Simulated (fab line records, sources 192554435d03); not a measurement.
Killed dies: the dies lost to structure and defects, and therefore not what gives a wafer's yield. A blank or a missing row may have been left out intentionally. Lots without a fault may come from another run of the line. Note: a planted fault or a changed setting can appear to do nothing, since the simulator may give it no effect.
fab line records    flow n5_finfet
record lots=7  wafers=21  last_day=17
route steps=1938 shown BEOL_M2@852 BEOL_M4@1111
lots that met no fault: taken from a fault-free run of the same line
start_h: hours from the record's first day to the start of the lot's first wafer shown    wait_h: hours since the lot's step before    " unchanged from the row above    L1.1+2: several wafers, shown together as one row    - no value, or no start was given    * or withheld: withheld    < > ~ a bound
route shown NAME@n: names a module that has steps shown in the file, with the first one's number in the route    usual: mean and standard deviation over wafers with no fault    same: alike in all rows    chamber/n: place in a boat    sites: per-site readings    _std_site: the standard deviation of these    _edge_site: mean of outer sites minus mean of inner sites    radius_mm: how far each site lies from the wafer's centre    mask NAME#n: copy n    behind: the last tool/chamber to shape the wafer    hold: the reason the lot was held/the length of the hold in hours/how it ended    device: whichever transistor did not switch (one of n, p or np)    end of line: at the end of the route, the tests of the same wafers    a step given without rows: its recipe and nothing more    killed: not the wafer's yield, but the dies lost to structure and defects at the first sort    map: a wafer's dies, x killed, . not, _ none there
set.NAME: setting as actually run; set.NAME@STEP: the setting as run at that earlier step    model.NAME: the simulator's own value behind a step, which no gauge read
lots at some steps of the route; a table a step, a row a wafer
services: when a tool's chamber went out of use (start_h, in hours from the record's first day, below 0 if earlier), for how many hours, and the reason
## steps
# step N5_BEOL_M2_PEB_09
# recipe peb_temp_c=100  peb_time_s=60  resist=CAR-EUV
# step N5_BEOL_M2_DEVELOP_10
# recipe develop_time_s=30  developer=TMAH  resist=CAR-EUV  rinse_liquid=surfactant_rinse  dry=air_spin  dev_temp_c=23
# step N5_BEOL_M2_CD_MEAS_11
# recipe target_cd_nm=16.79  landing_energy_ev=500  detector=se_inlens  polarity=opening
# usual cd_nm=16.75/0.24
lot.wafer  tool       chamber  start_h  wait_h  cd_nm
L529.2     cd_sem-01  0        141.96   -       16.83
L529.4     "          0        "        "       16.72
L529.5     "          0        "        "       16.62
L545.3     cd_sem-02  0        228.79   -       17.18
L545.4     "          0        "        "       16.35
L545.5     "          0        "        "       16.73
L546.3     cd_sem-02  0        239.52   -       17.06
L546.5     "          0        "        "       16.82
L546.6     "          0        "        "       17.08
L547.1     cd_sem-01  0        247.03   -       16.31
L547.3     "          0        "        "       16.50
L547.4     "          0        "        "       16.59
L549.3     cd_sem-01  0        255.78   -       16.78
L549.4     "          0        "        "       17.08
L549.5     "          0        "        "       16.48
L550.3     cd_sem-03  0        260.77   -       16.60
L550.4     "          0        "        "       16.93
L550.6     "          0        "        "       16.64
L551.3     cd_sem-02  0        268.05   -       16.96
L551.4     "          0        "        "       16.83
L551.6     "          0        "        "       16.49
# step N5_BEOL_M2_OVL_MEAS_12
# recipe points_per_wafer=522
# usual M2_OVL=0.4/0.72
lot.wafer  tool        chamber  start_h  wait_h  M2_OVL[nm]
L529.2     overlay-01  0        142.00   0.0     0.5
L529.4     "           0        "        "       0.5
L529.5     "           0        "        "       -0.7
L545.3     overlay-01  0        228.83   0.0     -0.2
L545.4     "           0        "        "       -0.1
L545.5     "           0        "        "       0.0
L546.3     overlay-02  0        239.56   0.0     1.2
L546.5     "           0        "        "       0.6
L546.6     "           0        "        "       -0.5
L547.1     overlay-02  0        247.06   0.0     -0.7
L547.3     "           0        "        "       -1.2
L547.4     "           0        "        "       0.6
L549.3     overlay-01  0        255.82   0.0     1.2
L549.4     "           0        "        "       0.6
L549.5     "           0        "        "       1.4
L550.3     overlay-01  0        260.81   0.0     0.7
L550.4     "           0        "        "       0.8
L550.6     "           0        "        "       1.6
L551.3     overlay-01  0        268.09   0.0     1.1
L551.4     "           0        "        "       1.8
L551.6     "           0        "        "       1.0
# step N5_BEOL_M2_INSPECT_13
# recipe mode=adi  inspect_instrument=brightfield
# usual raw_defect_count=423/100
lot.wafer  tool               chamber  start_h  wait_h  raw_defect_count
L529.2     defect_inspect-02  -        142.43   0.4     266
L529.4     "                  -        "        "       277
L529.5     "                  -        "        "       242
L545.3     defect_inspect-02  -        228.88   0.0     470
L545.4     "                  -        "        "       477
L545.5     "                  -        "        "       397
L546.3     defect_inspect-02  -        239.60   0.0     386
L546.5     "                  -        "        "       330
L546.6     "                  -        "        "       397
L547.1     defect_inspect-02  -        247.11   0.1     318
L547.3     "                  -        "        "       347
L547.4     "                  -        "        "       238
L549.3     defect_inspect-02  -        255.86   0.0     404
L549.4     "                  -        "        "       408
L549.5     "                  -        "        "       321
L550.3     defect_inspect-01  -        260.86   0.0     372
L550.4     "                  -        "        "       380
L550.6     "                  -        "        "       596
L551.3     defect_inspect-01  -        268.14   0.0     354
L551.4     "                  -        "        "       409
L551.6     "                  -        "        "       409
# step N5_BEOL_M2_DESCUM_16
# recipe chemistry=O2  time_s=7  source_power_w=50  bias_power_w=20  pressure_mtorr=20  rf_frequency_hz=2.712e+07  temp_c=40  resist=CAR-EUV  o2_flow_sccm=225
# usual drypump_motor_current_A=5.6/0.42  oes_product_au=0.78/0.095  rf_vpp_V=243.0/1.3  showerhead_plenum_p_Torr=2.08/0.067  throttle_valve_pct=20.42/0.18
lot.wafer  tool         chamber  start_h  wait_h  drypump_motor_current_A  oes_product_au  rf_hours_counter_h  rf_vpp_V  showerhead_plenum_p_Torr  throttle_valve_pct
L529.2     rie_diel-05  3        142.47   0.0     5.2                      1.00            1                   244.0     2.05                      20.47
L529.4     "            2        "        "       5.6                      0.76            177                 244.8     2.18                      20.09
L529.5     "            2        "        "       5.6                      0.76            -                   245.6     2.18                      20.08
L545.3     rie_diel-05  3        228.91   0.0     5.2                      0.88            32                  241.7     2.04                      20.51
L545.4     "            0        "        "       5.7                      0.70            208                 243.6     2.06                      20.49
L545.5     "            0        "        "       5.7                      0.70            -                   245.2     2.06                      20.52
L546.3     rie_diel-03  3        239.64   0.0     5.6                      0.85            65                  241.2     2.03                      20.35
L546.5     "            2        "        "       6.2                      0.71            -                   241.9     2.00                      20.50
L546.6     "            3        "        "       5.6                      0.86            -                   242.1     2.03                      20.33
L547.1     rie_diel-06  0        247.15   0.0     5.0                      1.00            1                   244.3     2.17                      20.46
L547.3     "            3        "        "       6.4                      0.69            227                 243.0     1.98                      20.38
L547.4     "            1        "        "       5.4                      0.75            164                 242.7     2.08                      20.15
L549.3     rie_diel-05  3        255.90   0.0     5.2                      0.87            41                  242.5     2.04                      20.51
L549.4     "            0        "        "       5.7                      0.70            218                 241.9     2.06                      20.51
L549.5     "            0        "        "       5.7                      0.69            -                   243.6     2.06                      20.53
L550.3     rie_diel-06  1        260.89   0.0     5.4                      0.74            169                 242.1     2.07                      20.17
L550.4     "            2        "        "       5.6                      0.89            30                  245.7     2.23                      20.23
L550.6     "            1        "        "       5.4                      0.74            -                   244.3     2.07                      20.17
L551.3     rie_diel-05  2        268.17   0.0     5.7                      0.73            218                 244.3     2.16                      20.16
L551.4     "            1        "        "       5.2                      0.70            220                 243.0     2.07                      20.49
L551.6     "            0        "        "       5.7                      0.69            -                   244.1     2.06                      20.52
# step N5_BEOL_M2_ETCH_74
# recipe chemistry=N2/H2  target=underlayer  target_depth_a=65  mask_material=CAR-EUV  time_s=5.2  ion_energy_ev=200  pressure_mtorr=30  source_w=840  bias_w=150  n2_flow_sccm=200  h2_flow_sccm=200  ends=cleared
# usual drypump_motor_current_A=5.6/0.42  etch_rf_on_time_s=5.12/0.12  h2_flow_sccm=200.0/0.61  oes_product_au=0.67/0.079  rf_vpp_V=523.3/2.4  showerhead_plenum_p_Torr=2.52/0.075  throttle_valve_pct=17.81/0.18
lot.wafer  tool         chamber  start_h  wait_h  drypump_motor_current_A  etch_rf_on_time_s  h2_flow_sccm  oes_product_au  rf_hours_counter_h  rf_vpp_V  showerhead_plenum_p_Torr  throttle_valve_pct
L529.2     rie_diel-05  3        142.50   0.0     5.2                      4.93               199.8         0.85            1                   523.8     2.50                      17.87
L529.4     "            2        "        "       5.7                      5.06               198.5         0.65            177                 526.8     2.63                      17.49
L529.5     "            2        "        "       5.7                      5.08               199.2         0.65            -                   526.3     2.63                      17.50
L545.3     rie_diel-05  3        228.94   0.0     5.2                      4.95               200.7         0.76            32                  520.7     2.48                      17.92
L545.4     "            0        "        "       5.7                      5.11               200.2         0.61            208                 525.2     2.51                      17.89
L545.5     "            0        "        "       5.7                      5.09               200.1         0.61            -                   526.2     2.51                      17.91
L546.3     rie_diel-03  3        239.68   0.0     5.6                      5.15               200.6         0.72            65                  525.3     2.47                      17.77
L546.5     "            2        "        "       6.2                      4.96               200.4         0.62            -                   522.5     2.43                      18.06
L546.6     "            3        "        "       5.6                      5.16               199.2         0.72            -                   518.2     2.47                      17.77
L547.1     rie_diel-06  0        247.18   0.0     5.1                      5.25               200.4         0.84            1                   526.6     2.60                      17.66
L547.3     "            3        "        "       6.4                      5.25               200.3         0.58            227                 520.1     2.40                      17.83
L547.4     "            1        "        "       5.4                      5.04               198.8         0.65            164                 522.5     2.52                      17.48
L549.3     rie_diel-05  3        255.93   0.0     5.2                      4.94               199.7         0.76            41                  522.5     2.48                      17.91
L549.4     "            0        "        "       5.7                      5.10               199.5         0.61            218                 525.3     2.51                      17.92
L549.5     "            0        "        "       5.7                      5.11               200.5         0.61            -                   520.9     2.51                      17.90
L550.3     rie_diel-06  1        260.92   0.0     5.4                      5.08               197.9         0.64            169                 524.8     2.52                      17.51
L550.4     "            2        "        "       5.6                      5.31               199.5         0.75            30                  529.7     2.71                      17.56
L550.6     "            1        "        "       5.4                      5.04               199.1         0.63            -                   522.8     2.52                      17.50
L551.3     rie_diel-05  2        268.20   0.0     5.7                      5.16               200.2         0.62            218                 526.0     2.61                      17.58
L551.4     "            1        "        "       5.2                      5.26               198.9         0.60            220                 521.6     2.51                      18.01
L551.6     "            0        "        "       5.7                      5.13               200.8         0.60            -                   524.2     2.51                      17.94
# step N5_BEOL_M2_ETCH_63
# recipe chemistry=CF4  target=SiARC  target_depth_a=156  mask_material=CAR-EUV  time_s=26  ion_energy_ev=80  pressure_mtorr=40  source_w=545  bias_w=36  Ar_flow_sccm=100  cf4_flow_sccm=100  ends=cleared
# step N5_BEOL_M2_ETCH_64
# recipe chemistry=N2/H2  target=SOC  target_depth_a=750  overetch_a=225  mask_material=SiARC  temp_c=40  time_s=121.9  ion_energy_ev=200  pressure_mtorr=30  source_w=840  bias_w=150  n2_flow_sccm=200  h2_flow_sccm=200
# usual drypump_motor_current_A=5.6/0.42  h2_flow_sccm=200.0/0.61  oes_product_au=0.59/0.066  rf_vpp_V=523.2/2.3  showerhead_plenum_p_Torr=2.52/0.075  throttle_valve_pct=17.77/0.18
lot.wafer  tool         chamber  start_h  wait_h  drypump_motor_current_A  h2_flow_sccm  oes_product_au  rf_hours_counter_h  rf_vpp_V  showerhead_plenum_p_Torr  throttle_valve_pct
L529.2     rie_diel-05  3        142.54   0.0     5.2                      199.8         0.73            1                   522.1     2.50                      17.81
L529.4     "            2        "        "       5.7                      199.9         0.57            177                 525.9     2.63                      17.46
L529.5     "            2        "        "       5.7                      199.0         0.57            -                   525.7     2.63                      17.45
L545.3     rie_diel-05  3        228.99   0.0     5.2                      198.9         0.66            32                  521.8     2.48                      17.87
L545.4     "            0        "        "       5.7                      200.3         0.54            208                 522.9     2.51                      17.85
L545.5     "            0        "        "       5.7                      200.3         0.54            -                   523.2     2.51                      17.82
L546.3     rie_diel-03  3        239.72   0.0     5.6                      200.9         0.65            65                  521.4     2.47                      17.72
L546.5     "            2        "        "       6.2                      199.1         0.54            -                   519.4     2.43                      18.02
L546.6     "            3        "        "       5.6                      201.6         0.64            -                   523.1     2.47                      17.73
L547.1     rie_diel-06  0        247.23   0.0     5.0                      199.8         0.74            1                   527.0     2.60                      17.62
L547.3     "            3        "        "       6.4                      200.2         0.53            227                 519.7     2.40                      17.77
L547.4     "            1        "        "       5.4                      199.2         0.57            164                 525.4     2.53                      17.43
L549.3     rie_diel-05  3        255.98   0.0     5.2                      199.8         0.65            41                  521.0     2.48                      17.89
L549.4     "            0        "        "       5.7                      200.2         0.54            218                 523.6     2.51                      17.88
L549.5     "            0        "        "       5.7                      199.9         0.54            -                   523.5     2.51                      17.86
L550.3     rie_diel-06  1        260.97   0.0     5.4                      200.0         0.55            169                 522.5     2.52                      17.45
L550.4     "            2        "        "       5.6                      199.6         0.68            30                  528.7     2.71                      17.53
L550.6     "            1        "        "       5.4                      199.7         0.57            -                   524.8     2.52                      17.44
L551.3     rie_diel-05  2        268.25   0.0     5.7                      200.1         0.55            218                 526.6     2.61                      17.52
L551.4     "            1        "        "       5.2                      200.1         0.54            220                 522.8     2.51                      17.97
L551.6     "            0        "        "       5.7                      200.1         0.53            -                   524.4     2.51                      17.88
# step N5_BEOL_M2_STRIP_65
# recipe chemistry=N2/H2  temp_c=40  n2_flow_sccm=200  h2_flow_sccm=200  rf_frequency_hz=6e+07
# step N5_BEOL_M2_STRIP_75
# recipe chemistry=N2/H2  temp_c=40  n2_flow_sccm=200  h2_flow_sccm=200  rf_frequency_hz=6e+07
# step N5_BEOL_M2_STRIP_66
# recipe chemistry=CF4  resist=SiARC  power_w=300  bias_power_w=75  pressure_mtorr=50  cf4_flow_sccm=150  rf_frequency_hz=6e+07
# usual drypump_motor_current_A=5.6/0.42  oes_product_au=0.77/0.085  rf_vpp_V=270.9/1.3  showerhead_plenum_p_Torr=1.78/0.052  throttle_valve_pct=13.56/0.15
lot.wafer  tool         chamber  start_h  wait_h  drypump_motor_current_A  oes_product_au  rf_hours_counter_h  rf_vpp_V  showerhead_plenum_p_Torr  throttle_valve_pct
L529.2     rie_diel-05  3        142.68   0.0     5.2                      0.96            1                   270.8     1.76                      13.45
L529.4     "            2        "        "       5.7                      0.74            177                 272.3     1.85                      13.33
L529.5     "            2        "        "       5.6                      0.75            -                   273.4     1.85                      13.32
L545.3     rie_diel-05  3        229.12   0.0     5.2                      0.86            32                  269.8     1.75                      13.54
L545.4     "            0        "        "       5.7                      0.70            208                 270.5     1.77                      13.74
L545.5     "            0        "        "       5.7                      0.70            -                   271.0     1.77                      13.75
L546.3     rie_diel-03  3        239.86   0.0     5.6                      0.84            66                  270.1     1.75                      13.48
L546.5     "            2        "        "       6.2                      0.71            -                   268.0     1.70                      13.65
L546.6     "            3        "        "       5.6                      0.84            -                   268.8     1.75                      13.46
L547.1     rie_diel-06  0        247.36   0.0     5.1                      0.98            1                   271.5     1.83                      13.29
L547.3     "            3        "        "       6.4                      0.69            227                 269.2     1.70                      13.66
L547.4     "            1        "        "       5.4                      0.74            164                 272.1     1.79                      13.41
L549.3     rie_diel-05  3        256.11   0.0     5.2                      0.84            41                  269.7     1.75                      13.54
L549.4     "            0        "        "       5.6                      0.69            218                 270.4     1.77                      13.74
L549.5     "            0        "        "       5.7                      0.69            -                   271.0     1.77                      13.75
L550.3     rie_diel-06  1        261.10   0.0     5.4                      0.73            169                 270.0     1.78                      13.44
L550.4     "            2        "        "       5.7                      0.88            30                  272.2     1.91                      13.34
L550.6     "            1        "        "       5.4                      0.73            -                   270.5     1.78                      13.42
L551.3     rie_diel-05  2        268.38   0.0     5.7                      0.72            218                 272.7     1.84                      13.41
L551.4     "            1        "        "       5.2                      0.70            220                 270.8     1.76                      13.70
L551.6     "            0        "        "       5.7                      0.69            -                   271.6     1.77                      13.77
# step N5_BEOL_M2_HM_OPEN_17
# recipe chemistry=Cl2/BCl3  target_depth_a=200  overetch_a=60  target=TiN  mask_material=SOC  ion_energy_ev=150  pressure_mtorr=10  icp_w=1000  bias_w=126  Cl2_flow_sccm=53.25  bcl3_flow_sccm=21.75  Ar_flow_sccm=25
# usual bcl3_flow_sccm=21.75/0.067  bias_w=126.0/0.37  drypump_motor_current_A=5.6/0.36  oes_ar_750_au=0.83/0.1  oes_product_au=0.71/0.088  throttle_valve_pct=22.08/0.15
lot.wafer  tool          chamber  start_h  wait_h  bcl3_flow_sccm  bias_w  drypump_motor_current_A  oes_ar_750_au  oes_product_au  rf_hours_counter_h  throttle_valve_pct  model.SOC_of_BEOL_M2_COAT_61.thk_nm
L529.2     rie_metal-02  0        142.72   0.0     21.72           126.1   6.2                      0.67           0.56            110                 22.18               52.2
L529.4     "             1        "        "       21.67           126.0   5.3                      1.02           0.86            -                   22.38               51.8
L529.5     "             1        "        "       21.63           125.8   5.3                      1.01           0.87            -                   22.39               51.6
L545.3     rie_metal-02  1        229.19   0.1     -               -       -                        -              -               -                   -                   60.2
L545.4     "             0        "        "       -               -       -                        -              -               -                   -                   60
L545.5     "             0        "        "       -               -       -                        -              -               -                   -                   60
L546.3     rie_metal-03  1        239.93   0.1     -               -       -                        -              -               -                   -                   60
L546.5     "             0        "        "       -               -       -                        -              -               -                   -                   60.2
L546.6     "             1        "        "       -               -       -                        -              -               -                   -                   60
L547.1     rie_metal-01  1        247.40   0.0     -               -       -                        -              -               -                   -                   59.8
L547.3     "             1        "        "       -               -       -                        -              -               -                   -                   59.6
L547.4     "             0        "        "       -               -       -                        -              -               -                   -                   60
L549.3     rie_metal-03  1        256.18   0.1     21.69           125.7   5.8                      0.86           0.75            -                   21.97               52
L549.4     "             0        "        "       21.83           125.8   5.6                      0.78           0.67            -                   22.03               52.2
L549.5     "             1        "        "       21.68           126.4   5.7                      0.87           0.74            -                   21.98               52.4
L550.3     rie_metal-02  1        261.17   0.1     21.85           126.5   5.3                      0.92           0.79            -                   22.41               51.6
L550.4     "             0        "        "       21.86           126.1   6.3                      0.64           0.54            -                   22.21               51.8
L550.6     "             0        "        "       21.74           126.2   6.3                      0.64           0.54            -                   22.19               52
L551.3     rie_metal-01  0        268.45   0.1     21.74           126.2   5.2                      0.85           0.70            -                   21.97               52.2
L551.4     "             1        "        "       21.75           125.9   5.5                      0.86           0.73            -                   21.98               52
L551.6     "             0        "        "       21.62           125.7   5.1                      0.85           0.71            -                   21.96               52
# step N5_BEOL_M2_STRIP_19
# recipe chemistry=O2  power_w=400  temp_c=40  pressure_mtorr=30  rf_frequency_hz=6e+07  bias_power_w=0  overash_fraction=0.2  o2_flow_sccm=225
# usual drypump_motor_current_A=5.6/0.41  oes_product_au=0.78/0.091  rf_vpp_V=3.7/0.49  showerhead_plenum_p_Torr=2.09/0.071  throttle_valve_pct=16.67/0.17
lot.wafer  tool         chamber  start_h  wait_h  drypump_motor_current_A  oes_product_au  rf_hours_counter_h  rf_vpp_V  showerhead_plenum_p_Torr  throttle_valve_pct
L529.2     rie_diel-06  0        142.85   0.1     5.0                      0.71            219                 4.0       2.18                      16.98
L529.4     "            3        "        "       6.4                      0.72            182                 3.2       2.00                      16.65
L529.5     "            3        "        "       6.4                      0.73            -                   4.0       2.00                      16.63
L545.3     rie_diel-05  3        229.31   0.1     5.2                      0.88            32                  3.2       2.05                      16.68
L545.4     "            1        "        "       5.2                      0.71            205                 4.0       2.08                      16.76
L545.5     "            2        "        "       5.6                      0.75            -                   3.4       2.17                      16.44
L546.3     rie_diel-03  0        240.01   0.1     6.1                      0.78            124                 3.6       2.03                      16.77
L546.5     "            0        "        "       6.1                      0.78            -                   3.4       2.03                      16.79
L546.6     "            1        "        "       5.3                      0.91            -                   3.3       2.16                      16.77
L547.1     rie_diel-05  2        247.69   0.3     5.7                      0.74            209                 3.9       2.17                      16.47
L547.3     "            0        "        "       5.7                      0.69            214                 3.5       2.07                      16.80
L547.4     "            1        "        "       5.2                      0.71            211                 3.1       2.07                      16.78
L549.3     rie_diel-03  0        256.26   0.1     6.1                      0.77            128                 3.0       2.03                      16.79
L549.4     "            3        "        "       5.6                      0.85            70                  3.6       2.03                      16.57
L549.5     "            0        "        "       6.1                      0.78            -                   3.6       2.03                      16.79
L550.3     rie_diel-05  2        261.27   0.1     5.7                      0.73            215                 4.1       2.17                      16.46
L550.4     "            1        "        "       5.2                      0.70            217                 3.4       2.07                      16.77
L550.6     "            2        "        "       5.7                      0.73            -                   2.9       2.17                      16.49
L551.3     rie_diel-06  2        268.53   0.1     5.6                      0.88            34                  4.6       2.23                      16.46
L551.4     "            0        "        "       5.0                      0.96            -                   3.7       2.17                      16.63
L551.6     "            3        "        "       6.4                      0.68            -                   4.0       1.98                      16.72
# step N5_BEOL_M2_CD_MEAS_18
# recipe pitch_nm=36  target_cd_nm=18
# usual cd_nm=18.2/0.37
lot.wafer  tool       chamber  start_h  wait_h  cd_nm
L529.2     cd_sem-03  -        142.93   0.1     18.2
L529.4     "          -        "        "       17.7
L529.5     "          -        "        "       18.2
L545.3     cd_sem-02  -        229.38   0.1     -
L545.4     "          -        "        "       -
L545.5     "          -        "        "       -
L546.3     cd_sem-02  -        240.08   0.1     -
L546.5     "          -        "        "       -
L546.6     "          -        "        "       -
L547.1     cd_sem-01  -        247.76   0.0     -
L547.3     "          -        "        "       -
L547.4     "          -        "        "       -
L549.3     cd_sem-01  -        256.33   0.1     17.7
L549.4     "          -        "        "       18.9
L549.5     "          -        "        "       18.5
L550.3     cd_sem-03  -        261.35   0.1     17.8
L550.4     "          -        "        "       17.8
L550.6     "          -        "        "       17.9
L551.3     cd_sem-02  -        268.60   0.1     18.4
L551.4     "          -        "        "       19.0
L551.6     "          -        "        "       18.5
# step N5_BEOL_M2_COAT_67
# recipe resist=SOC  temp_c=250  time_s=60  spin_rpm=1500  resist_thk_nm=60
# step N5_BEOL_M4_RC_MEAS_101
# usual DIBL_N=35.8/1.8  DIBL_P=35.6/2  IOFF_N=0.148/0.028  IOFF_P=0.20/0.034  ION_N=672/12  ION_P=462/8.5  SS_N=71.2/0.65  SS_P=73.1/0.67  VT_N=251/3.3  VT_P=-251/3.8
lot.wafer  tool       chamber  start_h  wait_h  DIBL_N[mV/V]  DIBL_P[mV/V]  IOFF_N[nA/um]  IOFF_P[nA/um]  ION_N[uA/um]  ION_P[uA/um]  SS_N[mV/dec]  SS_P[mV/dec]  VT_N[mV]  VT_P[mV]
L529.2     prober-01  0        171.13   0.2     37.9          39.4          0.177          0.23           676           472           70.7          74.2          249       -248
L529.4     "          0        "        "       34.7          35.9          0.128          0.19           672           465           70.4          73.0          251       -252
L529.5     "          0        "        "       36.8          38.1          0.155          0.22           676           466           70.5          72.9          249       -248
L549.3     prober-01  0        290.62   0.3     36.1          36.8          0.140          0.20           661           454           71.8          73.3          253       -249
L549.4     "          0        "        "       38.2          38.9          0.176          0.23           672           461           72.2          73.3          248       -251
L549.5     "          0        "        "       36.3          37.5          0.148          0.20           662           455           71.2          74.3          250       -250
L550.3     prober-02  0        307.18   0.3     34.2          33.6          0.128          0.18           679           463           70.3          72.2          254       -252
L550.4     "          0        "        "       34.9          33.6          0.130          0.17           678           462           71.0          72.6          253       -252
L550.6     "          0        "        "       36.6          35.9          0.153          0.21           687           471           71.3          73.1          250       -248
L551.3     prober-02  0        311.02   0.3     34.3          34.4          0.142          0.20           690           471           70.7          72.1          253       -250
L551.4     "          0        "        "       37.9          38.2          0.200          0.25           686           472           71.2          73.8          247       -247
L551.6     "          0        "        "       38.1          38.1          0.214          0.26           705           481           71.2          72.8          243       -244
## services
tool          chamber  start_h  hours  kind
rie_diel-05   3        128.67   -      clean
rie_diel-05   3        128.67   -      consumable_replace:focus_ring
rie_diel-05   3        128.67   11.6   scheduled_down
rie_diel-05   3        128.67   11.6   vent_cycle
rie_metal-02  1        136.39   1.8    repair
rie_metal-03  1        145.12   1.7    repair
rie_metal-01  -        148.56   1.0    repair
rie_diel-06   2        158.01   -      clean
rie_diel-06   2        158.01   -      consumable_replace:focus_ring
rie_diel-06   2        158.01   -      consumable_replace:showerhead
rie_diel-06   2        158.01   24.5   scheduled_down
rie_diel-06   2        158.01   24.5   vent_cycle
rie_diel-05   2        169.34   16.3   repair
rie_diel-05   0        170.33   5.8    repair
rie_metal-02  1        206.40   14.0   repair
rie_diel-06   0        219.61   -      clean
rie_diel-06   0        219.61   -      consumable_replace:focus_ring
rie_diel-06   0        219.61   23.5   scheduled_down
rie_metal-02  0        219.95   4.2    repair
rie_diel-03   0        223.19   7.0    repair
rie_metal-03  -        234.61   0.4    repair
rie_diel-06   3        249.82   7.8    repair
rie_metal-01  -        263.39   0.9    repair
rie_diel-06   1        268.25   3.5    repair
## key
first_sign step=N5_BEOL_M2_HM_OPEN_17  reading=tool_record  direction=missing
effect step=N5_BEOL_M2_CD_MEAS_18  reading=cd_nm  direction=missing
model_effect step=N5_BEOL_M2_HM_OPEN_17  value=SOC_of_BEOL_M2_COAT_61.thk_nm  without=51.96  struck=59.98
met_at N5_BEOL_M2_HM_OPEN_17
struck_wafers L545.3,L545.4,L545.5,L546.3,L546.5,L546.6,L547.1,L547.3,L547.4
later_rows_left_out L545.3,L545.4,L545.5,L546.3,L546.5,L546.6,L547.1,L547.3,L547.4
sort_left_out L545.3,L545.4,L545.5,L546.3,L546.5,L546.6,L547.1,L547.3,L547.4
onset_between 142.72 229.19
fault kind=skipped_step_whole  tool=rie_metal-01,rie_metal-02,rie_metal-03  chamber=-  onset_h=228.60  steps=N5_BEOL_M2_HM_OPEN_17  scope=struck_lots_only
# sort_left_out: the simulated sort isn't trusted on such a fault, so these wafers' sort isn't shown, and their yield isn't known
# later_rows_left_out: the simulator's readings of these wafers behind a module that went badly wrong aren't trusted and aren't shown, but for the sort
